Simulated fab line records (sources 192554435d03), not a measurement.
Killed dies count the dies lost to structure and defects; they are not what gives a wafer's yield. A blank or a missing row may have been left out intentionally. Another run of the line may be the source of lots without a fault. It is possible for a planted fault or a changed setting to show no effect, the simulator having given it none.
Which of the tools did it?    flow n5_finfet    24 lots with 72 wafers sampled at 6 steps, on a route of 1938 steps

## WHAT THE GAUGES READ, wafer by wafer
N5_BEOL_M11_CD_MEAS_18: pitch 140 nm, target cd 70 nm. Usual: cd_nm reads 70.5 nm (standard deviation 0.63).
lot   measured      on         cd_nm (nm)      flag
L074  day 10 02:05  cd_sem-03  70.2 70.5 70.0  
L075  day 10 02:33  cd_sem-01  70.2 70.9 70.6  
L076  day 10 16:46  cd_sem-03  72.0 70.1 70.5  
L077  day 10 23:41  cd_sem-01  71.2 69.6 69.9  
L078  day 11 01:53  cd_sem-03  72.2 70.2 71.7  
L079  day 11 03:32  cd_sem-01  70.0 69.9 71.8  
L080  day 11 17:01  cd_sem-02  70.4 70.1 70.6  
L081  day 12 03:06  cd_sem-03  70.4 69.4 70.1  
L083  day 12 03:54  cd_sem-02  71.0 71.1 70.5  
L082  day 12 14:37  cd_sem-01  69.3 70.1 70.7  
L084  day 12 14:50  cd_sem-03  71.0 70.8 70.0  
L086  day 13 11:29  cd_sem-02  70.0 70.1 69.1  
L085  day 13 14:44  cd_sem-03  71.5 70.0 70.4  
L087  day 13 14:55  cd_sem-01  69.8 70.6 69.5  
L088  day 14 18:05  cd_sem-01  69.3 70.0 70.4  
L089  day 14 18:22  cd_sem-03  70.6 70.6 71.1  
L090  day 14 19:37  cd_sem-02  70.1 71.3 69.7  
L091  day 15 02:15  cd_sem-01  71.7 70.7 70.9  
L093  day 15 06:57  cd_sem-03  70.0 70.4 70.7  
L092  day 15 23:27  cd_sem-01  70.9 69.6 70.3  
L094  day 15 23:32  cd_sem-02  70.8 70.4 70.7  
L095  day 16 09:36  cd_sem-03  70.7 71.9 71.8  
L096  day 16 16:31  cd_sem-02  71.0 70.7 71.0  
L097  day 17 05:47  cd_sem-03  70.4 70.0 70.6  

N5_BEOL_M11_RS_MEAS_57: measures by four-point-probe. Usual: M11_RS typically reads 0.150 ohm/sq, with standard deviation 0.0037.
lot   measured      on             M11_RS (ohm/sq)    flag
L074  day 10 06:28  film_metro-01  0.145 0.149 0.147  
L075  day 10 07:31  film_metro-02  0.155 0.151 0.153  
L076  day 10 20:38  film_metro-01  0.148 0.146 0.145  
L077  day 11 03:13  film_metro-02  0.145 0.147 0.148  
L078  day 11 05:33  film_metro-02  0.146 0.152 0.151  
L079  day 11 08:08  film_metro-02  0.152 0.152 0.154  
L080  day 11 22:13  film_metro-02  0.153 0.153 0.152  
L081  day 12 08:37  film_metro-02  0.145 0.148 0.150  
L083  day 12 09:37  film_metro-02  0.153 0.151 0.158  
L082  day 12 21:04  film_metro-01  0.152 0.156 0.150  
L084  day 12 21:54  film_metro-02  0.148 0.144 0.149  
L086  day 13 17:14  film_metro-01  0.149 0.151 0.153  
L085  day 13 18:37  film_metro-02  0.157 0.161 0.155  
L087  day 13 19:26  film_metro-02  0.145 0.155 0.154  
L088  day 15 01:13  film_metro-02  0.154 0.156 0.152  
L089  day 14 22:52  film_metro-01  0.150 0.148 0.149  
L090  day 15 01:44  film_metro-01  0.144 0.146 0.145  
L091  day 15 07:11  film_metro-02  0.149 0.149 0.148  
L093  day 15 11:11  film_metro-02  0.146 0.147 0.145  
L092  day 16 04:44  film_metro-02  0.148 0.148 0.148  
L094  day 16 03:38  film_metro-01  0.148 0.150 0.149  
L095  day 16 13:37  film_metro-02  0.150 0.147 0.148  
L096  day 16 21:40  film_metro-02  0.150 0.153 0.147  
L097  day 17 11:02  film_metro-02  0.147 0.145 0.153  

## TOOL THAT RAN EACH LOT (tool first, then ch and the chambers of the sampled wafers, then the start)
lot   N5_BEOL_M11_STRIP_36                N5_BEOL_M11_TRENCH_ETCH_37                     N5_BEOL_M11_ALD_74                   N5_BEOL_M11_DEP_56
L074  rie_diel-01 ch 0,1,2, day 10 03:40  rie_diel-01 ch 0,1,2, day 10 04:51 or earlier  ald_metal-01 ch 0,1,3, day 10 04:51  pecvd-02 ch 0,1, day 10 06:23
L075  rie_diel-01 ch 1,2, day 10 04:07    rie_diel-01 ch 1,2, day 10 05:22 or earlier    ald_metal-02 ch 0,3, day 10 05:22    pecvd-03 ch 0,1,2, day 10 07:26
L076  rie_diel-03 ch 0,1, day 10 18:16    rie_diel-03 ch 0,1, day 10 19:11 or earlier    ald_metal-01 ch 1,3, day 10 19:11    pecvd-01 ch 1,2, day 10 20:34
L077  rie_diel-03 ch 1,2, day 11 00:32    rie_diel-03 ch 1,2, day 11 01:33 or earlier    ald_metal-02 ch 0,1, day 11 01:33    pecvd-02 ch 0,1, day 11 03:08
L078  rie_diel-01 ch 0,1,3, day 11 02:40  rie_diel-01 ch 0,1,3, day 11 03:51 or earlier  ald_metal-04 ch 1,2,3, day 11 03:51  pecvd-01 ch 0,1, day 11 05:29
L079  rie_diel-02 ch 1,2,3, day 11 04:35  rie_diel-02 ch 1,2,3, day 11 06:31 or earlier  ald_metal-02 ch 0,2,3, day 11 06:31  pecvd-01 ch 0,1,2, day 11 08:04
L080  rie_diel-02 ch 1,2,3, day 11 17:58  rie_diel-02 ch 1,2,3, day 11 19:11 or earlier  ald_metal-01 ch 0,1,3, day 11 19:11  pecvd-01 ch 1,2, day 11 22:10
L081  rie_diel-03 ch 0,1,3, day 12 05:27  rie_diel-03 ch 0,1,3, day 12 07:00 or earlier  ald_metal-01 ch 0,1,3, day 12 07:00  pecvd-01 ch 1,2, day 12 08:34
L083  rie_diel-02 ch 0,2,3, day 12 06:32  rie_diel-02 ch 0,2,3, day 12 08:02 or earlier  ald_metal-01 ch 1,2, day 12 08:02    pecvd-01 ch 1,2, day 12 09:32
L082  rie_diel-02 ch 0,2,3, day 12 17:55  rie_diel-02 ch 0,2,3, day 12 19:32 or earlier  ald_metal-01 ch 1,2, day 12 19:32    pecvd-03 ch 1,2, day 12 21:01
L084  rie_diel-01 ch 2,3, day 12 18:10    rie_diel-01 ch 2,3, day 12 19:46 or earlier    ald_metal-02 ch 1,2,3, day 12 19:46  pecvd-03 ch 0,2, day 12 21:50
L086  rie_diel-02 ch 1,3, day 13 13:40    rie_diel-02 ch 1,3, day 13 14:31 or earlier    ald_metal-02 ch 0,1,2, day 13 14:31  pecvd-01 ch 0,1, day 13 17:10
L085  rie_diel-02 ch 0,1,3, day 13 16:05  rie_diel-02 ch 0,1,3, day 13 16:58 or earlier  ald_metal-01 ch 0,2, day 13 16:58    pecvd-02 ch 0,1, day 13 18:33
L087  rie_diel-01 ch 0,2, day 13 16:14    rie_diel-01 ch 0,2, day 13 17:35 or earlier    ald_metal-01 ch 0,1, day 13 17:35    pecvd-01 ch 0,1,2, day 13 19:22
L088  rie_diel-02 ch 0,1, day 14 21:04    rie_diel-02 ch 0,1, day 14 22:26 or earlier    ald_metal-04 ch 2,3, day 14 22:26    pecvd-01 ch 1,2, day 15 01:09
L089  rie_diel-02 ch 1,3, day 14 20:27    rie_diel-02 ch 1,3, day 14 21:17 or earlier    ald_metal-02 ch 1,2, day 14 21:17    pecvd-01 ch 0,1, day 14 22:49
L090  rie_diel-03 ch 0,1,2, day 14 21:10  rie_diel-03 ch 0,1,2, day 15 00:13 or earlier  ald_metal-02 ch 0,1,3, day 15 00:13  pecvd-01 ch 0,1,2, day 15 01:41
L091  rie_diel-03 ch 1,2,3, day 15 03:26  rie_diel-03 ch 1,2,3, day 15 05:42 or earlier  ald_metal-02 ch 1,2, day 15 05:42    pecvd-02 ch 1,2, day 15 07:07
L093  rie_diel-01 ch 1,3, day 15 08:37    rie_diel-01 ch 1,3, day 15 09:28 or earlier    ald_metal-02 ch 0,2, day 15 09:28    pecvd-02 ch 0,1, day 15 11:08
L092  rie_diel-03 ch 0,1,2, day 16 01:56  rie_diel-03 ch 0,1,2, day 16 03:14 or earlier  ald_metal-01 ch 1,2,3, day 16 03:14  pecvd-03 ch 0,1,2, day 16 04:40
L094  rie_diel-03 ch 0,1, day 16 01:04    rie_diel-03 ch 0,1, day 16 01:56 or earlier    ald_metal-01 ch 1,2,3, day 16 01:56  pecvd-02 ch 1,2, day 16 03:34
L095  rie_diel-01 ch 0,1,2, day 16 11:13  rie_diel-01 ch 0,1,2, day 16 12:09 or earlier  ald_metal-01 ch 2,3, day 16 12:09    pecvd-02 ch 0,1, day 16 13:34
L096  rie_diel-02 ch 2,3, day 16 17:37    rie_diel-02 ch 2,3, day 16 18:35 or earlier    ald_metal-02 ch 0,1,3, day 16 18:35  pecvd-03 ch 0,2, day 16 21:37
L097  rie_diel-01 ch 0,2, day 17 07:40    rie_diel-01 ch 0,2, day 17 08:44 or earlier    ald_metal-02 ch 1,2,3, day 17 08:44  pecvd-01 ch 0,2, day 17 10:57
- N5_BEOL_M11_STRIP_36: strips in N2/H2.
- N5_BEOL_M11_TRENCH_ETCH_37: etches SiCOH lowk in C4F6/O2, target depth 148.83 nm, time 48 s.
- N5_BEOL_M11_ALD_74: deposits TaN, target thk 2 nm, pulse time 2 s, purge time 3 s.
- N5_BEOL_M11_DEP_56: deposits SiCN from 3MS/NH3, target thk 30 nm, time 10.5 s.

## AS READ BY THE TOOLS THEMSELVES (means over the sampled wafers that have a number; for cases with no such wafer, the mark the record gives instead)
N5_BEOL_M11_STRIP_36. Usual: drypump_motor_current_A is 5.7 A with standard deviation 0.46, n2_flow_sccm is 199.9 sccm with standard deviation 0.7, oes_product_au is 0.79 a.u. with standard deviation 0.097, power_w is 449.9 W with standard deviation 1.5, rf_vpp_V is 59.4 V with standard deviation 1.8, showerhead_plenum_p_Torr is 2.53 Torr with standard deviation 0.087, and throttle_valve_pct is 23.6 % with standard deviation 0.34.
lot   tool         drypump_motor_current_A (A)  n2_flow_sccm (sccm)  oes_product_au (a.u.)  power_w (W)  rf_vpp_V (V)  showerhead_plenum_p_Torr (Torr)  throttle_valve_pct (%)  flag
L074  rie_diel-01  6.0                          200.3                0.74                   449.6        60.5          2.48                             23.4                    
L075  rie_diel-01  6.3                          199.9                0.67                   452.3        60.7          2.42                             23.5                    
L076  rie_diel-03  5.7                          200.0                0.73                   450.9        59.4          2.49                             24.1                    
L077  rie_diel-03  5.6                          200.2                0.72                   448.2        57.6          2.48                             24.0                    
L078  rie_diel-01  6.3                          199.4                0.75                   451.1        59.5          2.53                             23.4                    
L079  rie_diel-02  5.8                          199.6                0.76                   449.6        57.6          2.52                             23.6                    
L080  rie_diel-02  5.8                          199.6                0.76                   450.4        60.3          2.52                             23.6                    
L081  rie_diel-03  5.5                          200.0                0.72                   451.3        59.7          2.52                             24.0                    
L083  rie_diel-02  5.5                          199.4                0.78                   449.9        56.8          2.50                             23.5                    
L082  rie_diel-02  5.5                          200.3                0.80                   449.2        57.6          2.50                             23.5                    
L084  rie_diel-01  6.3                          200.0                0.80                   448.2        60.2          2.58                             23.9                    
L086  rie_diel-02  5.7                          200.4                0.80                   449.6        59.6          2.60                             23.4                    
L085  rie_diel-02  5.7                          200.3                0.78                   450.2        60.7          2.54                             23.6                    
L087  rie_diel-01  5.6                          199.8                0.87                   450.2        59.2          2.53                             23.2                    
L088  rie_diel-02  5.6                          199.7                0.75                   449.3        60.6          2.48                             23.8                    
L089  rie_diel-02  6.0                          200.7                0.73                   449.7        59.5          2.55                             23.6                    
L090  rie_diel-03  5.6                          199.5                0.89                   449.2        60.8          2.53                             23.6                    
L091  rie_diel-03  5.4                          199.3                0.79                   448.8        57.5          2.50                             23.7                    
L093  rie_diel-01  6.6                          199.8                0.86                   449.8        58.2          2.67                             23.4                    
L092  rie_diel-03  5.6                          199.7                0.87                   449.6        58.4          2.52                             23.7                    
L094  rie_diel-03  5.7                          200.1                0.86                   450.7        58.2          2.53                             23.7                    
L095  rie_diel-01  5.9                          199.3                0.88                   449.0        57.9          2.57                             23.3                    
L096  rie_diel-02  5.6                          200.3                0.88                   450.1        60.1          2.68                             23.2                    
L097  rie_diel-01  5.6                          200.5                0.86                   450.9        59.2          2.49                             23.4                    

N5_BEOL_M11_TRENCH_ETCH_37. Usual: drypump_motor_current_A 5.7 A, standard deviation 0.46; oes_product_au 0.79 a.u., standard deviation 0.097; rf_vpp_V 665 V, standard deviation 24; showerhead_plenum_p_Torr 2.85 Torr, standard deviation 0.11; throttle_valve_pct 20.96 %, standard deviation 0.25.
lot   tool         drypump_motor_current_A (A)  oes_product_au (a.u.)  rf_vpp_V (V)  showerhead_plenum_p_Torr (Torr)  throttle_valve_pct (%)  flag
L074  rie_diel-01  5.9                          0.75                   664           2.80                             20.91                   
L075  rie_diel-01  6.3                          0.69                   648           2.74                             20.91                   
L076  rie_diel-03  5.7                          0.73                   654           2.79                             21.30                   
L077  rie_diel-03  5.6                          0.72                   654           2.78                             21.20                   
L078  rie_diel-01  6.3                          0.75                   668           2.85                             20.87                   
L079  rie_diel-02  5.8                          0.76                   662           2.85                             20.88                   
L080  rie_diel-02  5.8                          0.75                   663           2.85                             20.89                   
L081  rie_diel-03  5.5                          0.72                   659           2.81                             21.22                   
L083  rie_diel-02  5.5                          0.78                   668           2.82                             20.85                   
L082  rie_diel-02  5.5                          0.78                   667           2.82                             20.85                   
L084  rie_diel-01  6.3                          0.80                   712           2.90                             21.18                   
L086  rie_diel-02  5.8                          0.79                   652           2.96                             20.94                   
L085  rie_diel-02  5.7                          0.77                   662           2.88                             20.94                   
L087  rie_diel-01  5.6                          0.87                   679           2.84                             20.79                   
L088  rie_diel-02  5.6                          0.76                   672           2.79                             20.98                   
L089  rie_diel-02  6.0                          0.74                   657           2.90                             21.01                   
L090  rie_diel-03  5.6                          0.88                   649           2.85                             21.08                   
L091  rie_diel-03  5.4                          0.78                   658           2.79                             21.01                   
L093  rie_diel-01  6.6                          0.86                   660           3.00                             20.72                   
L092  rie_diel-03  5.5                          0.86                   650           2.85                             21.08                   
L094  rie_diel-03  5.7                          0.86                   651           2.85                             21.18                   
L095  rie_diel-01  5.9                          0.88                   667           2.89                             20.72                   
L096  rie_diel-02  5.6                          0.88                   674           3.00                             20.57                   
L097  rie_diel-01  5.7                          0.86                   690           2.81                             20.93                   

N5_BEOL_M11_ALD_74. Usual: heater_power_w reads 428 W (standard deviation 49).
lot   tool          heater_power_w (W)  flag
L074  ald_metal-01  415                 
L075  ald_metal-02  426                 
L076  ald_metal-01  415                 
L077  ald_metal-02  457                 
L078  ald_metal-04  481                 
L079  ald_metal-02  389                 
L080  ald_metal-01  419                 
L081  ald_metal-01  412                 
L083  ald_metal-01  446                 
L082  ald_metal-01  483                 
L084  ald_metal-02  389                 
L086  ald_metal-02  433                 
L085  ald_metal-01  477                 
L087  ald_metal-01  417                 
L088  ald_metal-04  491                 
L089  ald_metal-02  397                 
L090  ald_metal-02  423                 
L091  ald_metal-02  433                 
L093  ald_metal-02  426                 
L092  ald_metal-01  454                 
L094  ald_metal-01  456                 
L095  ald_metal-01  454                 
L096  ald_metal-02  424                 
L097  ald_metal-02  395                 

N5_BEOL_M11_DEP_56. Usual: showerhead_plenum_p_Torr 4.150 Torr, standard deviation 0.023; throttle_valve_pct 18.0 %, standard deviation 0.71.
lot   tool      showerhead_plenum_p_Torr (Torr)  throttle_valve_pct (%)  flag
L074  pecvd-02  4.170                            18.5                    
L075  pecvd-03  4.169                            18.0                    
L076  pecvd-01  4.125                            18.4                    
L077  pecvd-02  4.175                            18.6                    
L078  pecvd-01  4.122                            18.0                    
L079  pecvd-01  4.127                            17.9                    
L080  pecvd-01  4.130                            18.4                    
L081  pecvd-01  4.126                            18.5                    
L083  pecvd-01  4.127                            18.4                    
L082  pecvd-03  4.172                            18.0                    
L084  pecvd-03  4.174                            18.1                    
L086  pecvd-01  4.129                            17.6                    
L085  pecvd-02  4.168                            18.6                    
L087  pecvd-01  4.135                            18.1                    
L088  pecvd-01  4.121                            18.3                    
L089  pecvd-01  4.129                            17.9                    
L090  pecvd-01  4.131                            18.1                    
L091  pecvd-02  4.170                            17.0                    
L093  pecvd-02  4.160                            18.2                    
L092  pecvd-03  4.175                            17.4                    
L094  pecvd-02  4.165                            17.0                    
L095  pecvd-02  4.175                            18.6                    
L096  pecvd-03  4.173                            17.9                    
L097  pecvd-01  4.131                            18.5                    

## THE ANSWER, worked out from the rows above alone
Rule: a lot counts as off when the mean over its wafers that have a number is more than 3 standard deviations away from the usual mean. A lot without any number at a reading at which 4 lots or more have one is off too. Where the step has rows for the other lots, those lots are counted as sound. After the gauges, taken in route order, come the tools' own readings; for these a lot's mean is taken, as printed above. The first step at which some lot is off is used, and at that step the reading that is off furthest; a lot without a number counts as furthest.
None of the lots is off at any reading shown; this tells nothing.

## WHAT HAD BEEN PUT IN BY THE SIMULATOR
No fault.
